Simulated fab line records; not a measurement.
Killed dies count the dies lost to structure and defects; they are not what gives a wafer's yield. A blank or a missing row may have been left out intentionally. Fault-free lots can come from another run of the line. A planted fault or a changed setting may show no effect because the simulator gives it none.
fab line records	flow n5_finfet
[record] lots = 7	wafers = 21
route steps=1938 shown BEOL_M5@1123 BEOL_M6@1260 BEOL_M7@1299 BEOL_M8@1371 BEOL_M9@1440
start_h: start of the lot's first displayed wafer, in hours after the record's first day	wait_h: how many hours have passed since the lot's step before this one	" repeats the value in the row above	L1.1+2: several wafers, shown together as one row	- no value, or no start given	* or withheld: withheld	< > ~ a bound
route shown NAME@n: names a module that has steps shown in the file, with the first one's number in the route	usual: mean/standard deviation taken from wafers without a fault	same: alike in all rows	chamber/n: place in a boat	sites: readings site by site	_std_site: their standard deviation	_edge_site: mean of outer sites minus mean of inner sites	radius_mm: how far each site lies from the wafer's centre	mask NAME#n: copy n	behind: the most recent tool/chamber to have shaped the wafer	hold: why the lot was held/for how many hours/how that ended	device: which transistor (n, p or np) failed to switch	end of line: at the end of the route, the tests of the same wafers	step lacking rows: just its recipe	killed: dies lost to structure and defects at the first sort, not the wafer's yield	map: per-die view of a wafer (x killed, . not killed, _ where there is no die)
set.NAME: setting as actually run; set.NAME@STEP: the setting as run at that earlier step	model.NAME: the simulator's own value behind a step, which no gauge read
lots where settings were altered on purpose, with a table for each step and a row for each wafer
[[steps]]
[step N5_BEOL_M5_EXPOSE_08]
[recipe] mask_id = M5	na = 0.33	source_shape = annular	sigma_inner = 0.4	sigma_outer = 0.8	polarization = unpolarized	target_cd_nm = 28	dose_mj = 35.75
lot.wafer	tool	chamber	start_h	wait_h	mask	set.dose_mj
L074.1+3	euv_scanner-02	0	205.42	-	M5#0	35.75
L074.2	"	0	"	"	M5#0	38.38
L081.1+3	euv_scanner-01	0	236.96	-	M5#0	35.75
L081.4	"	0	"	"	M5#0	37.56
L086.3+4+5	euv_scanner-02	0	278.95	-	M5#0	35.75
L090.1+3+4	euv_scanner-02	0	305.13	-	M5#0	35.75
L092.3	euv_scanner-02	0	310.61	-	M5#0	37.79
L092.5+6	"	0	"	"	M5#0	35.75
L095.3+4+6	euv_scanner-02	0	331.52	-	M5#0	35.75
L096.1	euv_scanner-02	0	341.32	-	M5#0	34.2
L096.3+4	"	0	"	"	M5#0	35.75
[step N5_BEOL_M5_PEB_09]
[recipe] peb_temp_c = 100	peb_time_s = 60	resist = CAR-EUV
[step N5_BEOL_M5_DEVELOP_10]
[recipe] develop_time_s = 30	developer = TMAH	resist = CAR-EUV	rinse_liquid = surfactant_rinse	dry = air_spin	dev_temp_c = 23
[step N5_BEOL_M5_CD_MEAS_11]
[recipe] target_cd_nm = 27.74	landing_energy_ev = 500	detector = se_inlens
[usual] cd_nm = 28.04/0.24
lot.wafer	tool	chamber	start_h	wait_h	set.dose_mj@BEOL_M5_EXPOSE_08	cd_nm
L074.1	cd_sem-01	0	205.55	-	35.75	28.19
L074.2	"	0	"	"	38.38	29.64
L074.3	"	0	"	"	35.75	27.79
L081.1	cd_sem-03	0	237.09	-	35.75	28.27
L081.3	"	0	"	"	35.75	28.24
L081.4	"	0	"	"	37.56	29.30
L086.3	cd_sem-01	0	279.07	-	35.75	27.89
L086.4	"	0	"	"	35.75	27.70
L086.5	"	0	"	"	35.75	28.14
L090.1	cd_sem-03	0	305.26	-	35.75	27.99
L090.3	"	0	"	"	35.75	28.06
L090.4	"	0	"	"	35.75	28.25
L092.3	cd_sem-03	0	310.72	-	37.79	29.52
L092.5	"	0	"	"	35.75	28.32
L092.6	"	0	"	"	35.75	27.76
L095.3	cd_sem-02	0	331.64	-	35.75	27.81
L095.4	"	0	"	"	35.75	27.89
L095.6	"	0	"	"	35.75	27.82
L096.1	cd_sem-01	0	341.45	-	34.2	27.26
L096.3	"	0	"	"	35.75	28.20
L096.4	"	0	"	"	35.75	27.84
[step N5_BEOL_M5_DESCUM_16]
[recipe] chemistry = O2	time_s = 7	source_power_w = 50	bias_power_w = 20	pressure_mtorr = 20	rf_frequency_hz = 2.712e+07	temp_c = 40	resist = CAR-EUV	o2_flow_sccm = 225
lot.wafer	tool	chamber	start_h	wait_h	set.dose_mj@BEOL_M5_EXPOSE_08	model.BEOL_M5.cd_nm
L074.1+3	rie_diel-01	2,1	205.95	0.3	35.75	28
L074.2	"	0	"	"	38.38	29.6
L081.1	rie_diel-01	1	237.83	0.7	35.75	28.4
L081.3	"	3	"	"	35.75	28.2
L081.4	"	2	"	"	37.56	29.6
L086.3+4	rie_diel-01	0,2	279.19	0.0	35.75	28
L086.5	"	0	"	"	35.75	28.2
L090.1+3	rie_diel-02	3,2	305.60	0.3	35.75	28.2
L090.4	"	2	"	"	35.75	28.4
L092.3	rie_diel-02	0	311.24	0.4	37.79	29.4
L092.5	"	2	"	"	35.75	28
L092.6	"	3	"	"	35.75	28.2
L095.3+4	rie_diel-02	3	331.84	0.1	35.75	28
L095.6	"	0	"	"	35.75	27.8
L096.1	rie_diel-06	1	341.78	0.2	34.2	27.2
L096.3	"	3	"	"	35.75	28.2
L096.4	"	0	"	"	35.75	28
[step N5_BEOL_M5_ETCH_72]
[recipe] chemistry = N2/H2	target = underlayer	target_depth_a = 65	mask_material = CAR-EUV	time_s = 5.2	ion_energy_ev = 200	pressure_mtorr = 30	source_w = 840	bias_w = 150	n2_flow_sccm = 200	h2_flow_sccm = 200	ends = cleared
[step N5_BEOL_M5_ETCH_61]
[recipe] chemistry = CF4	target = SiARC	target_depth_a = 156	mask_material = CAR-EUV	time_s = 26	ion_energy_ev = 80	pressure_mtorr = 40	source_w = 545	bias_w = 36	Ar_flow_sccm = 100	cf4_flow_sccm = 100	ends = cleared
lot.wafer	tool	chamber	start_h	wait_h	set.dose_mj@BEOL_M5_EXPOSE_08	model.BEOL_M5.cd_nm
L074.1+3	rie_diel-01	2,1	206.00	0.0	35.75	28
L074.2	"	0	"	"	38.38	29.4
L081.1+3	rie_diel-01	1,3	237.88	0.0	35.75	28.4
L081.4	"	2	"	"	37.56	29.6
L086.3+4	rie_diel-01	0,2	279.24	0.0	35.75	28
L086.5	"	0	"	"	35.75	28.2
L090.1	rie_diel-02	3	305.65	0.0	35.75	28.4
L090.3+4	"	2	"	"	35.75	28.2
L092.3	rie_diel-02	0	311.30	0.0	37.79	29.4
L092.5	"	2	"	"	35.75	28
L092.6	"	3	"	"	35.75	28.4
L095.3+4	rie_diel-02	3	331.89	0.0	35.75	28.2
L095.6	"	0	"	"	35.75	27.8
L096.1	rie_diel-06	1	341.83	0.0	34.2	27.2
L096.3	"	3	"	"	35.75	28.2
L096.4	"	0	"	"	35.75	28
[step N5_BEOL_M5_ETCH_62]
[recipe] chemistry = N2/H2	target = SOC	target_depth_a = 750	overetch_a = 150	mask_material = SiARC	temp_c = 40	time_s = 112.5	ion_energy_ev = 200	pressure_mtorr = 30	source_w = 840	bias_w = 150	n2_flow_sccm = 200	h2_flow_sccm = 200
lot.wafer	tool	chamber	start_h	wait_h	set.dose_mj@BEOL_M5_EXPOSE_08	model.BEOL_M5.cd_nm
L074.1	rie_diel-01	2	206.03	0.0	35.75	27.6
L074.2	"	0	"	"	38.38	29.2
L074.3	"	1	"	"	35.75	28
L081.1	rie_diel-01	1	237.90	0.0	35.75	28.4
L081.3	"	3	"	"	35.75	28.2
L081.4	"	2	"	"	37.56	29.4
L086.3+4	rie_diel-01	0,2	279.27	0.0	35.75	27.8
L086.5	"	0	"	"	35.75	28.2
L090.1	rie_diel-02	3	305.68	0.0	35.75	28.4
L090.3+4	"	2	"	"	35.75	28.2
L092.3	rie_diel-02	0	311.32	0.0	37.79	29.6
L092.5	"	2	"	"	35.75	28.2
L092.6	"	3	"	"	35.75	28.4
L095.3+4	rie_diel-02	3	331.92	0.0	35.75	28.2
L095.6	"	0	"	"	35.75	27.8
L096.1	rie_diel-06	1	341.86	0.0	34.2	27.2
L096.3	"	3	"	"	35.75	28
L096.4	"	0	"	"	35.75	27.8
[step N5_BEOL_M5_STRIP_63]
[recipe] chemistry = N2/H2	temp_c = 40	n2_flow_sccm = 200	h2_flow_sccm = 200	rf_frequency_hz = 6e+07
[step N5_BEOL_M5_STRIP_73]
[recipe] chemistry = N2/H2	temp_c = 40	n2_flow_sccm = 200	h2_flow_sccm = 200	rf_frequency_hz = 6e+07
[step N5_BEOL_M5_HM_OPEN_17]
[recipe] chemistry = Cl2/BCl3	target_depth_a = 200	overetch_a = 60	target = TiN	mask_material = SOC	ion_energy_ev = 150	pressure_mtorr = 10	icp_w = 1000	bias_w = 126	Cl2_flow_sccm = 53.25	bcl3_flow_sccm = 21.75	Ar_flow_sccm = 25
[step N5_BEOL_M5_STRIP_19]
[recipe] chemistry = O2	power_w = 400	temp_c = 40	pressure_mtorr = 30	rf_frequency_hz = 6e+07	bias_power_w = 0	overash_fraction = 0.2	o2_flow_sccm = 225
[step N5_BEOL_M5_CD_MEAS_18]
[recipe] pitch_nm = 56	target_cd_nm = 28
[usual] cd_nm = 28.0/0.33
lot.wafer	tool	chamber	start_h	wait_h	set.dose_mj@BEOL_M5_EXPOSE_08	cd_nm
L074.1	cd_sem-03	-	206.49	0.1	35.75	27.7
L074.2	"	-	"	"	38.38	29.3
L074.3	"	-	"	"	35.75	28.4
L081.1	cd_sem-02	-	238.25	0.0	35.75	28.1
L081.3	"	-	"	"	35.75	27.8
L081.4	"	-	"	"	37.56	29.5
L086.3	cd_sem-03	-	279.64	0.1	35.75	27.7
L086.4	"	-	"	"	35.75	27.8
L086.5	"	-	"	"	35.75	28.2
L090.1	cd_sem-03	-	306.14	0.0	35.75	28.7
L090.3	"	-	"	"	35.75	28.2
L090.4	"	-	"	"	35.75	28.2
L092.3	cd_sem-01	-	311.67	0.1	37.79	29.4
L092.5	"	-	"	"	35.75	28.2
L092.6	"	-	"	"	35.75	28.2
L095.3	cd_sem-01	-	332.28	0.1	35.75	28.2
L095.4	"	-	"	"	35.75	28.3
L095.6	"	-	"	"	35.75	27.8
L096.1	cd_sem-03	-	342.25	0.0	34.2	27.1
L096.3	"	-	"	"	35.75	27.7
L096.4	"	-	"	"	35.75	28.4
[step N5_BEOL_M5_COAT_65]
[recipe] resist = SOC	temp_c = 250	time_s = 60	spin_rpm = 1500	resist_thk_nm = 60
[step N5_BEOL_M5_COAT_66]
[recipe] resist = SiARC	temp_c = 220	time_s = 60	spin_rpm = 1500	resist_thk_nm = 12
[step N5_BEOL_M5_DESCUM_33]
[recipe] chemistry = O2	time_s = 7	source_power_w = 50	bias_power_w = 20	pressure_mtorr = 20	rf_frequency_hz = 2.712e+07	temp_c = 40	resist = CAR-EUV	o2_flow_sccm = 225
[step N5_BEOL_M5_ETCH_75]
[recipe] chemistry = N2/H2	target = underlayer	target_depth_a = 65	mask_material = CAR-EUV	time_s = 5.2	ion_energy_ev = 200	pressure_mtorr = 30	source_w = 840	bias_w = 150	n2_flow_sccm = 200	h2_flow_sccm = 200	ends = cleared
lot.wafer	tool	chamber	start_h	wait_h	set.dose_mj@BEOL_M5_EXPOSE_08	model.BEOL_M5.cd_nm
L074.1+3	rie_diel-01	2,1	208.05	0.0	35.75	28.2
L074.2	"	0	"	"	38.38	29.8
L081.1	rie_diel-06	2	240.18	0.0	35.75	28.4
L081.3	"	1	"	"	35.75	28.2
L081.4	"	3	"	"	37.56	29.4
L086.3+4	rie_diel-01	1	280.92	0.0	35.75	27.4
L086.5	"	0	"	"	35.75	28
L090.1	rie_diel-06	1	307.28	0.0	35.75	28.2
L090.3+4	"	3,2	"	"	35.75	27.8
L092.3	rie_diel-06	1	312.28	0.0	37.79	29.6
L092.5	"	2	"	"	35.75	28
L092.6	"	3	"	"	35.75	28.2
L095.3	rie_diel-02	0	334.41	0.0	35.75	28.2
L095.4	"	3	"	"	35.75	28.4
L095.6	"	2	"	"	35.75	27.8
L096.1	rie_diel-02	3	344.81	0.0	34.2	27.4
L096.3	"	1	"	"	35.75	28.4
L096.4	"	2	"	"	35.75	27.6
[step N5_BEOL_M5_ETCH_67]
[recipe] chemistry = CF4	target = SiARC	target_depth_a = 156	mask_material = CAR-EUV	time_s = 26	ion_energy_ev = 80	pressure_mtorr = 40	source_w = 545	bias_w = 36	Ar_flow_sccm = 100	cf4_flow_sccm = 100	ends = cleared
[step N5_BEOL_M5_ETCH_68]
[recipe] chemistry = N2/H2	target = SOC	target_depth_a = 800	overetch_a = 160	mask_material = SiARC	temp_c = 40	time_s = 120	ion_energy_ev = 200	pressure_mtorr = 30	source_w = 840	bias_w = 150	n2_flow_sccm = 200	h2_flow_sccm = 200
[step N5_BEOL_M5_PRECLEAN_42]
[recipe] chemistry = residue_remover	time_s = 60	temp_c = 40
[step N5_BEOL_M5_SRD_43]
[recipe] time_s = 30	temp_c = 23	rinse_liquid = diw	dry = ipa_marangoni
[step N5_BEOL_M5_CD_MEAS_35]
[recipe] target_cd_nm = 28	target_cd_y_nm = 24	polarity = opening
[usual] cd_nm = 27.9/0.36
lot.wafer	tool	chamber	start_h	wait_h	set.dose_mj@BEOL_M5_EXPOSE_08	cd_nm
L074.1	cd_sem-03	-	208.60	0.0	35.75	27.6
L074.2	"	-	"	"	38.38	29.3
L074.3	"	-	"	"	35.75	28.1
L081.1	cd_sem-02	-	240.71	0.0	35.75	28.5
L081.3	"	-	"	"	35.75	27.8
L081.4	"	-	"	"	37.56	29.1
L086.3	cd_sem-02	-	281.46	0.0	35.75	27.9
L086.4	"	-	"	"	35.75	27.8
L086.5	"	-	"	"	35.75	28.3
L090.1	cd_sem-03	-	307.82	0.0	35.75	28.5
L090.3	"	-	"	"	35.75	28.0
L090.4	"	-	"	"	35.75	28.5
L092.3	cd_sem-03	-	312.83	0.0	37.79	29.3
L092.5	"	-	"	"	35.75	28.4
L092.6	"	-	"	"	35.75	28.5
L095.3	cd_sem-01	-	334.95	0.0	35.75	28.1
L095.4	"	-	"	"	35.75	28.1
L095.6	"	-	"	"	35.75	28.2
L096.1	cd_sem-01	-	345.36	0.0	34.2	27.0
L096.3	"	-	"	"	35.75	28.1
L096.4	"	-	"	"	35.75	28.0
[step N5_BEOL_M6_DEP_56]
[recipe] material = SiCN	target_thk_a = 100	temp_c = withheld	precursor = 3MS/NH3	pressure_torr = 3	rf_w = 202	time_s = 17.5
lot.wafer	tool	chamber	start_h	wait_h	set.time_s	model.SiCN_of_BEOL_M6_DEP_56.thk_nm
L074.1	pecvd-01	2	226.87	0.0	18.22	10.2
L074.2	"	0	"	"	17.5	10
L074.3	"	0	"	"	17.5	10.2
L081.1+4	pecvd-02	1	255.43	0.0	17.5	10
L081.3	"	2	"	"	17.5	9.8
L086.3	pecvd-02	2	299.39	0.0	17.5	10
L086.4	"	1	"	"	15.5	9
L086.5	"	0	"	"	15.5	9.2
L090.1+3	pecvd-02	1,0	323.93	0.0	17.5	10
L090.4	"	2	"	"	17.5	10.4
L092.3	pecvd-03	1	328.93	0.0	17.5	9.8
L092.5+6	"	1,2	"	"	15.76	9
L095.3+4	pecvd-01	1,0	347.36	0.0	17.5	10
L095.6	"	1	"	"	17.5	10.2
L096.1+3	pecvd-02	1,0	361.88	0.0	16.78	9.4
L096.4	"	2	"	"	17.5	9.8
[step N5_BEOL_M7_DESCUM_33]
[recipe] chemistry = O2	time_s = 7	source_power_w = 50	bias_power_w = 20	pressure_mtorr = 20	rf_frequency_hz = 2.712e+07	temp_c = 40	resist = CAR-EUV	o2_flow_sccm = 225
lot.wafer	tool	chamber	start_h	wait_h	set.time_s	model.CAR-EUV_of_BEOL_M7_COAT_22.thk_nm
L074.1	rie_diel-06	1	231.51	0.0	7	26
L074.2+3	"	2,0	"	"	7.571	25.8
L081.1	rie_diel-06	3	258.83	0.0	5.884	26.8
L081.3	"	1	"	"	5.884	26.6
L081.4	"	2	"	"	7	26.2
L086.3	rie_diel-02	3	305.01	0.2	7	26
L086.4+5	"	1,2	"	"	6.211	26.4
L090.1+3+4	rie_diel-02	2,3,3	330.21	0.2	7	26
L092.3	rie_diel-02	3	334.76	0.3	7	26
L092.5+6	"	2,0	"	"	8.495	25.2
L095.3	rie_diel-02	2	350.42	0.0	6.001	26.8
L095.4	"	3	"	"	7	26.2
L095.6	"	1	"	"	6.001	26.6
L096.1	rie_diel-01	3	368.42	0.3	5.67	26.6
L096.3+4	"	0,1	"	"	5.67	26.8
[step N5_BEOL_M7_ETCH_72]
[recipe] chemistry = N2/H2	target = underlayer	target_depth_a = 65	mask_material = CAR-EUV	time_s = 5.2	ion_energy_ev = 200	pressure_mtorr = 30	source_w = 840	bias_w = 150	n2_flow_sccm = 200	h2_flow_sccm = 200	ends = cleared
lot.wafer	tool	chamber	start_h	wait_h	set.time_s@BEOL_M7_DESCUM_33	model.CAR-EUV_of_BEOL_M7_COAT_22.thk_nm
L074.1	rie_diel-06	1	231.54	0.0	7	20.4
L074.2	"	2	"	"	7.571	20.2
L074.3	"	0	"	"	7.571	20
L081.1+3	rie_diel-06	3,1	258.86	0.0	5.884	21
L081.4	"	2	"	"	7	20.6
L086.3	rie_diel-02	3	305.05	0.0	7	20.4
L086.4	"	1	"	"	6.211	20.8
L086.5	"	2	"	"	6.211	20.6
L090.1+4	rie_diel-02	2,3	330.25	0.0	7	20.4
L090.3	"	3	"	"	7	20.2
L092.3	rie_diel-02	3	334.80	0.0	7	20.2
L092.5+6	"	2,0	"	"	8.495	19.4
L095.3	rie_diel-02	2	350.45	0.0	6.001	21
L095.4	"	3	"	"	7	20.4
L095.6	"	1	"	"	6.001	20.8
L096.1	rie_diel-01	3	368.46	0.0	5.67	20.8
L096.3+4	"	0,1	"	"	5.67	21
[step N5_BEOL_M7_ETCH_65]
[recipe] chemistry = CF4	target = SiARC	target_depth_a = 156	mask_material = CAR-EUV	time_s = 26	ion_energy_ev = 80	pressure_mtorr = 40	source_w = 545	bias_w = 36	Ar_flow_sccm = 100	cf4_flow_sccm = 100	ends = cleared
lot.wafer	tool	chamber	start_h	wait_h	set.time_s@BEOL_M7_DESCUM_33	model.CAR-EUV_of_BEOL_M7_COAT_22.thk_nm
L074.1	rie_diel-06	1	231.56	0.0	7	11.2
L074.2+3	"	2,0	"	"	7.571	11
L081.1+3	rie_diel-06	3,1	258.88	0.0	5.884	11.8
L081.4	"	2	"	"	7	11.2
L086.3	rie_diel-02	3	305.06	0.0	7	11.2
L086.4	"	1	"	"	6.211	11.6
L086.5	"	2	"	"	6.211	11.4
L090.1+4	rie_diel-02	2,3	330.26	0.0	7	11.2
L090.3	"	3	"	"	7	11
L092.3	rie_diel-02	3	334.82	0.0	7	11
L092.5	"	2	"	"	8.495	10.2
L092.6	"	0	"	"	8.495	10.4
L095.3+6	rie_diel-02	2,1	350.47	0.0	6.001	11.8
L095.4	"	3	"	"	7	11.4
L096.1	rie_diel-01	3	368.47	0.0	5.67	11.6
L096.3+4	"	0,1	"	"	5.67	11.8
[step N5_BEOL_M8_ETCH_66]
[recipe] chemistry = N2/H2	target = SOC	target_depth_a = 800	overetch_a = 160	mask_material = SiARC	temp_c = 40	time_s = 120	ion_energy_ev = 200	pressure_mtorr = 30	source_w = 840	bias_w = 150	n2_flow_sccm = 200	h2_flow_sccm = 200
[usual] rf_vpp_V = 524.5/2.4
lot.wafer	tool	chamber	start_h	wait_h	set.bias_w	rf_vpp_V	model.SiARC_of_BEOL_M8_COAT_64.thk_nm
L074.1	rie_diel-05	0	239.67	0.0	150	524.1	6.4
L074.2	"	3	"	"	150	519.8	6.4
L074.3	"	1	"	"	174.2	578.7	5.4
L081.1	rie_diel-05	3	268.11	0.0	150	522.3	6.4
L081.3	"	1	"	"	150	525.1	6.4
L081.4	"	2	"	"	150	524.4	6
L086.3	rie_diel-05	3	312.63	0.0	150	523.4	6.4
L086.4	"	1	"	"	150	525.4	6.6
L086.5	"	1	"	"	150	525.5	6.6
L090.1	rie_diel-05	2	336.65	0.0	150	522.9	6
L090.3	"	0	"	"	150	524.9	6.4
L090.4	"	3	"	"	150	521.5	6.2
L092.3	rie_diel-04	0	345.37	0.0	123.9	463.7	7.8
L092.5	"	2	"	"	123.9	467.8	7.6
L092.6	"	3	"	"	123.9	466.7	7.8
L095.3	rie_diel-04	3	359.63	0.0	170.9	569.3	5.6
L095.4	"	3	"	"	170.9	571.0	5.8
L095.6	"	2	"	"	150	528.4	6.2
L096.1	rie_diel-04	0	378.82	0.0	131.8	481.0	7.2
L096.3	"	2	"	"	150	529.5	6.2
L096.4	"	3	"	"	150	525.4	6.6
[step N5_BEOL_M8_TRENCH_ETCH_37]
[recipe] chemistry = C4F6/O2	target_depth_a = 934.78	target = SiCOH_lowk	time_s = 31.2	ion_energy_ev = 250	pressure_mtorr = 30	source_w = 345	bias_w = 185	Ar_flow_sccm = 300	C4F6_flow_sccm = 10	O2_flow_sccm = 10
[usual] rf_vpp_V = 662/10
lot.wafer	tool	chamber	start_h	wait_h	set.source_w	rf_vpp_V
L074.1	rie_diel-05	0	-	-	345	663
L074.2	"	3	"	"	403.9	606
L074.3	"	1	"	"	403.9	607
L081.1	rie_diel-05	3	-	-	345	657
L081.3	"	1	"	"	345	657
L081.4	"	2	"	"	345	670
L086.3	rie_diel-05	3	-	-	345	657
L086.4	"	1	"	"	361.3	641
L086.5	"	1	"	"	345	656
L090.1	rie_diel-05	2	-	-	345	669
L090.3	"	0	"	"	345	663
L090.4	"	3	"	"	345	656
L092.3	rie_diel-04	0	-	-	390.9	606
L092.5	"	2	"	"	345	661
L092.6	"	3	"	"	345	650
L095.3	rie_diel-04	3	-	-	385.3	613
L095.4	"	3	"	"	345	650
L095.6	"	2	"	"	345	660
L096.1	rie_diel-04	0	-	-	345	648
L096.3	"	2	"	"	345	659
L096.4	"	3	"	"	345	650
[step N5_BEOL_M9_ETCH_66]
[recipe] chemistry = N2/H2	target = SOC	target_depth_a = 800	overetch_a = 160	mask_material = SiARC	temp_c = 40	time_s = 120	ion_energy_ev = 200	pressure_mtorr = 30	source_w = 840	bias_w = 150	n2_flow_sccm = 200	h2_flow_sccm = 200
lot.wafer	tool	chamber	start_h	wait_h	set.time_s	model.SiARC_of_BEOL_M9_COAT_64.thk_nm
L074.1	rie_diel-06	0	249.36	0.0	120	6.4
L074.2	"	2	"	"	120	6.8
L074.3	"	3	"	"	120	6.6
L081.1	rie_diel-02	2	276.16	0.0	120	6.4
L081.3	"	3	"	"	141.5	5.4
L081.4	"	0	"	"	141.5	5.6
L086.3	rie_diel-06	0	319.93	0.0	134.2	5.6
L086.4	"	3	"	"	134.2	5.8
L086.5	"	3	"	"	120	6.4
L090.1+4	rie_diel-02	2,0	348.07	0.0	120	6.4
L090.3	"	3	"	"	120	6.6
L092.3	rie_diel-06	0	354.77	0.0	143.6	5.4
L092.5	"	2	"	"	120	6.6
L092.6	"	3	"	"	120	6.4
L095.3	rie_diel-01	1	368.07	0.0	120	6.2
L095.4	"	3	"	"	96.35	7.4
L095.6	"	3	"	"	96.35	7.6
L096.1+4	rie_diel-02	3,1	387.51	0.0	139.5	5.8
L096.3	"	2	"	"	120	6.4
[step N5_BEOL_M9_TRENCH_ETCH_37]
[recipe] chemistry = C4F6/O2	target_depth_a = 1514.3	target = SiCOH_lowk	time_s = 49	ion_energy_ev = 250	pressure_mtorr = 30	source_w = 345	bias_w = 185	Ar_flow_sccm = 300	C4F6_flow_sccm = 10	O2_flow_sccm = 10
[usual] rf_vpp_V = 668/7.5
lot.wafer	tool	chamber	start_h	wait_h	set.source_w	rf_vpp_V
L074.1	rie_diel-06	0	-	-	345	667
L074.2	"	2	"	"	345	675
L074.3	"	3	"	"	345	658
L081.1	rie_diel-02	2	-	-	345	659
L081.3	"	3	"	"	375.3	632
L081.4	"	0	"	"	345	663
L086.3	rie_diel-06	0	-	-	345	667
L086.4	"	3	"	"	345	670
L086.5	"	3	"	"	320	696
L090.1	rie_diel-02	2	-	-	345	660
L090.3	"	3	"	"	345	659
L090.4	"	0	"	"	345	663
L092.3	rie_diel-06	0	-	-	385.2	629
L092.5	"	2	"	"	345	675
L092.6	"	3	"	"	385.2	633
L095.3	rie_diel-01	1	-	-	345	672
L095.4	"	3	"	"	345	655
L095.6	"	3	"	"	345	654
L096.1	rie_diel-02	3	-	-	380.7	627
L096.3	"	2	"	"	345	659
L096.4	"	1	"	"	345	674
[[key]]
[split] step = N5_BEOL_M5_EXPOSE_08	setting = dose_mj	stated = 35.75	by = wafer
[response] step = N5_BEOL_M5_CD_MEAS_11	reading = cd_nm	change = +0.222	per = 1%	r = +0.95
[response] step = N5_BEOL_M5_DESCUM_16	reading = model.BEOL_M5.cd_nm	change = +0.226	per = 1%	r = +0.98
[response] step = N5_BEOL_M5_ETCH_61	reading = model.BEOL_M5.cd_nm	change = +0.207	per = 1%	r = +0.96
[response] step = N5_BEOL_M5_ETCH_62	reading = model.BEOL_M5.cd_nm	change = +0.201	per = 1%	r = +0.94
[response] step = N5_BEOL_M5_CD_MEAS_18	reading = cd_nm	change = +0.218	per = 1%	r = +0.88
[response] step = N5_BEOL_M5_ETCH_75	reading = model.BEOL_M5.cd_nm	change = +0.217	per = 1%	r = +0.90
[response] step = N5_BEOL_M5_CD_MEAS_35	reading = cd_nm	change = +0.193	per = 1%	r = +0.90
[split] step = N5_BEOL_M6_DEP_56	setting = time_s	stated = 17.5	by = wafer
[response] step = N5_BEOL_M6_DEP_56	reading = model.SiCN_of_BEOL_M6_DEP_56.thk_nm	change = +0.0771	per = 1%	r = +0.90
[split] step = N5_BEOL_M7_DESCUM_33	setting = time_s	stated = 7	by = wafer
[response] step = N5_BEOL_M7_DESCUM_33	reading = model.CAR-EUV_of_BEOL_M7_COAT_22.thk_nm	change = -0.0346	per = 1%	r = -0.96
[response] step = N5_BEOL_M7_ETCH_72	reading = model.CAR-EUV_of_BEOL_M7_COAT_22.thk_nm	change = -0.0329	per = 1%	r = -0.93
[response] step = N5_BEOL_M7_ETCH_65	reading = model.CAR-EUV_of_BEOL_M7_COAT_22.thk_nm	change = -0.0318	per = 1%	r = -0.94
[split] step = N5_BEOL_M8_ETCH_66	setting = bias_w	stated = 150	by = wafer
[response] step = N5_BEOL_M8_ETCH_66	reading = rf_vpp_V	change = +3.43	per = 1%	r = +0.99
[response] step = N5_BEOL_M8_ETCH_66	reading = model.SiARC_of_BEOL_M8_COAT_64.thk_nm	change = -0.0545	per = 1%	r = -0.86
[split] step = N5_BEOL_M8_TRENCH_ETCH_37	setting = source_w	stated = 345	by = wafer
[response] step = N5_BEOL_M8_TRENCH_ETCH_37	reading = rf_vpp_V	change = -3.48	per = 1%	r = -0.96
[split] step = N5_BEOL_M9_ETCH_66	setting = time_s	stated = 120	by = wafer
[response] step = N5_BEOL_M9_ETCH_66	reading = model.SiARC_of_BEOL_M9_COAT_64.thk_nm	change = -0.0543	per = 1%	r = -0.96
[split] step = N5_BEOL_M9_TRENCH_ETCH_37	setting = source_w	stated = 345	by = wafer
[response] step = N5_BEOL_M9_TRENCH_ETCH_37	reading = rf_vpp_V	change = -3.7	per = 1%	r = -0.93
